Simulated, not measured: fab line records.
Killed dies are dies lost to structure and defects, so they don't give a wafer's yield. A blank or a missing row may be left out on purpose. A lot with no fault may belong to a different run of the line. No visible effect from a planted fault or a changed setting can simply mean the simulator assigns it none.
Lot-split experiment || flow n5Finfet || 7 lots, 39 wafers read, on a route of 1938 steps

== THE SPLIT ITSELF ==
At N5_DUMMY_GATE_ETCH_37 (etches SOC in N2/H2, target depth 60 nm, overetch 30 nm), the setting sourceW was moved away from the recipe's 840 W on 18 of the 39 wafers read, by -18.0% to +16.0%. For the rest of the wafers, this setting stayed at what the recipe calls for.

The reading comes from the split's own step.

== THE READING ==
rfVppV, in V, at N5_DUMMY_GATE_ETCH_37 (etches SOC in N2/H2, target depth 60 nm, overetch 30 nm). On this fab line, fault-free wafers typically give 523.9 V with a standard deviation of 2.3 V.

{"wafer": "L079.1", "tool, chamber at the split": "rieDiel-04, 3", "sourceW as run, W": 920.4, "against the recipe": "+9.6%", "rfVppV, V": 508.8, "against lot-mates on the recipe": -16.9}
{"wafer": "L079.2", "tool, chamber at the split": "rieDiel-04, 2", "sourceW as run, W": 840, "against the recipe": "recipe", "rfVppV, V": 525.2, "against lot-mates on the recipe": "-"}
{"wafer": "L079.3", "tool, chamber at the split": "rieDiel-04, 0", "sourceW as run, W": 920.4, "against the recipe": "+9.6%", "rfVppV, V": 507.9, "against lot-mates on the recipe": -17.8}
{"wafer": "L079.4", "tool, chamber at the split": "rieDiel-04, 1", "sourceW as run, W": 920.4, "against the recipe": "+9.6%", "rfVppV, V": 508.4, "against lot-mates on the recipe": -17.3}
{"wafer": "L079.5", "tool, chamber at the split": "rieDiel-04, 3", "sourceW as run, W": 840, "against the recipe": "recipe", "rfVppV, V": 525.8, "against lot-mates on the recipe": "-"}
{"wafer": "L079.6", "tool, chamber at the split": "rieDiel-04, 2", "sourceW as run, W": 840, "against the recipe": "recipe", "rfVppV, V": 526.0, "against lot-mates on the recipe": "-"}
{"wafer": "L080.1", "tool, chamber at the split": "rieDiel-02, 0", "sourceW as run, W": 840, "against the recipe": "recipe", "rfVppV, V": 525.0, "against lot-mates on the recipe": "-"}
{"wafer": "L080.2", "tool, chamber at the split": "rieDiel-02, 1", "sourceW as run, W": 840, "against the recipe": "recipe", "rfVppV, V": 521.5, "against lot-mates on the recipe": "-"}
{"wafer": "L080.3", "tool, chamber at the split": "rieDiel-02, 3", "sourceW as run, W": 974.2, "against the recipe": "+16.0%", "rfVppV, V": 497.6, "against lot-mates on the recipe": -25.9}
{"wafer": "L080.4", "tool, chamber at the split": "rieDiel-02, 2", "sourceW as run, W": 840, "against the recipe": "recipe", "rfVppV, V": 523.9, "against lot-mates on the recipe": "-"}
{"wafer": "L080.5", "tool, chamber at the split": "rieDiel-02, 0", "sourceW as run, W": 974.2, "against the recipe": "+16.0%", "rfVppV, V": 498.7, "against lot-mates on the recipe": -24.8}
{"wafer": "L080.6", "tool, chamber at the split": "rieDiel-02, 1", "sourceW as run, W": 974.2, "against the recipe": "+16.0%", "rfVppV, V": 497.4, "against lot-mates on the recipe": -26.1}
{"wafer": "L090.4", "tool, chamber at the split": "rieDiel-06, 3", "sourceW as run, W": 840, "against the recipe": "recipe", "rfVppV, V": 521.9, "against lot-mates on the recipe": "-"}
{"wafer": "L090.5", "tool, chamber at the split": "rieDiel-06, 2", "sourceW as run, W": 840, "against the recipe": "recipe", "rfVppV, V": 525.3, "against lot-mates on the recipe": "-"}
{"wafer": "L090.6", "tool, chamber at the split": "rieDiel-06, 0", "sourceW as run, W": 840, "against the recipe": "recipe", "rfVppV, V": 522.6, "against lot-mates on the recipe": "-"}
{"wafer": "L092.1", "tool, chamber at the split": "rieDiel-04, 1", "sourceW as run, W": 840, "against the recipe": "recipe", "rfVppV, V": 525.2, "against lot-mates on the recipe": "-"}
{"wafer": "L092.2", "tool, chamber at the split": "rieDiel-04, 0", "sourceW as run, W": 787.2, "against the recipe": "-6.3%", "rfVppV, V": 533.5, "against lot-mates on the recipe": "+9.5"}
{"wafer": "L092.3", "tool, chamber at the split": "rieDiel-04, 3", "sourceW as run, W": 787.2, "against the recipe": "-6.3%", "rfVppV, V": 538.2, "against lot-mates on the recipe": "+14.2"}
{"wafer": "L092.4", "tool, chamber at the split": "rieDiel-04, 2", "sourceW as run, W": 787.2, "against the recipe": "-6.3%", "rfVppV, V": 537.5, "against lot-mates on the recipe": "+13.5"}
{"wafer": "L092.5", "tool, chamber at the split": "rieDiel-04, 0", "sourceW as run, W": 840, "against the recipe": "recipe", "rfVppV, V": 522.3, "against lot-mates on the recipe": "-"}
{"wafer": "L092.6", "tool, chamber at the split": "rieDiel-04, 1", "sourceW as run, W": 840, "against the recipe": "recipe", "rfVppV, V": 524.4, "against lot-mates on the recipe": "-"}
{"wafer": "L094.1", "tool, chamber at the split": "rieDiel-04, 1", "sourceW as run, W": 689, "against the recipe": "-18.0%", "rfVppV, V": 559.9, "against lot-mates on the recipe": "+35.0"}
{"wafer": "L094.2", "tool, chamber at the split": "rieDiel-04, 2", "sourceW as run, W": 840, "against the recipe": "recipe", "rfVppV, V": 526.1, "against lot-mates on the recipe": "-"}
{"wafer": "L094.3", "tool, chamber at the split": "rieDiel-04, 0", "sourceW as run, W": 840, "against the recipe": "recipe", "rfVppV, V": 522.8, "against lot-mates on the recipe": "-"}
{"wafer": "L094.4", "tool, chamber at the split": "rieDiel-04, 3", "sourceW as run, W": 689, "against the recipe": "-18.0%", "rfVppV, V": 561.5, "against lot-mates on the recipe": "+36.6"}
{"wafer": "L094.5", "tool, chamber at the split": "rieDiel-04, 0", "sourceW as run, W": 689, "against the recipe": "-18.0%", "rfVppV, V": 556.6, "against lot-mates on the recipe": "+31.7"}
{"wafer": "L094.6", "tool, chamber at the split": "rieDiel-04, 1", "sourceW as run, W": 840, "against the recipe": "recipe", "rfVppV, V": 525.8, "against lot-mates on the recipe": "-"}
{"wafer": "L095.1", "tool, chamber at the split": "rieDiel-06, 3", "sourceW as run, W": 840, "against the recipe": "recipe", "rfVppV, V": 520.3, "against lot-mates on the recipe": "-"}
{"wafer": "L095.2", "tool, chamber at the split": "rieDiel-06, 1", "sourceW as run, W": 746.8, "against the recipe": "-11.1%", "rfVppV, V": 550.7, "against lot-mates on the recipe": "+27.5"}
{"wafer": "L095.3", "tool, chamber at the split": "rieDiel-06, 1", "sourceW as run, W": 840, "against the recipe": "recipe", "rfVppV, V": 528.9, "against lot-mates on the recipe": "-"}
{"wafer": "L095.4", "tool, chamber at the split": "rieDiel-06, 3", "sourceW as run, W": 746.8, "against the recipe": "-11.1%", "rfVppV, V": 542.5, "against lot-mates on the recipe": "+19.3"}
{"wafer": "L095.5", "tool, chamber at the split": "rieDiel-06, 1", "sourceW as run, W": 746.8, "against the recipe": "-11.1%", "rfVppV, V": 549.4, "against lot-mates on the recipe": "+26.2"}
{"wafer": "L095.6", "tool, chamber at the split": "rieDiel-06, 3", "sourceW as run, W": 840, "against the recipe": "recipe", "rfVppV, V": 520.4, "against lot-mates on the recipe": "-"}
{"wafer": "L097.1", "tool, chamber at the split": "rieDiel-02, 3", "sourceW as run, W": 910.3, "against the recipe": "+8.4%", "rfVppV, V": 508.0, "against lot-mates on the recipe": -14.5}
{"wafer": "L097.2", "tool, chamber at the split": "rieDiel-02, 1", "sourceW as run, W": 840, "against the recipe": "recipe", "rfVppV, V": 521.2, "against lot-mates on the recipe": "-"}
{"wafer": "L097.3", "tool, chamber at the split": "rieDiel-02, 2", "sourceW as run, W": 910.3, "against the recipe": "+8.4%", "rfVppV, V": 508.9, "against lot-mates on the recipe": -13.6}
{"wafer": "L097.4", "tool, chamber at the split": "rieDiel-02, 0", "sourceW as run, W": 840, "against the recipe": "recipe", "rfVppV, V": 524.8, "against lot-mates on the recipe": "-"}
{"wafer": "L097.5", "tool, chamber at the split": "rieDiel-02, 3", "sourceW as run, W": 840, "against the recipe": "recipe", "rfVppV, V": 521.4, "against lot-mates on the recipe": "-"}
{"wafer": "L097.6", "tool, chamber at the split": "rieDiel-02, 2", "sourceW as run, W": 910.3, "against the recipe": "+8.4%", "rfVppV, V": 510.4, "against lot-mates on the recipe": -12.1}

THE FIT
A straight line over all 39 wafers: rfVppV changes by -1.84 V for each +1% of sourceW; r = -0.99; the points scatter about the line by 2.5 V.
The same after taking each lot's own level away (the mean of its wafers on the recipe; 39 wafers): -1.83 V for each +1%; r = -0.99; scatter 2.5 V.
According to that fit, moving sourceW by its largest amount changes the reading by 33 V.
From 522.47 to 525.67 V: that is the span of the lots' own levels, equal to 1.4 times the standard deviation above.
The two slopes agree, so the slope changes little with the lot-to-lot level.
Check: with one of the wafers moved furthest among these (-18.0%) left out of the fit, the line predicts +33.6 V for it against its lot-mates. It came out at +35 V against them.
Tool readings at the split's step, against how far the setting was moved: rfVppV r = -0.99.

== THE FILE'S OWN FIT ==
rfVppV changes by -1.83 V for each +1% of sourceW, r = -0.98.
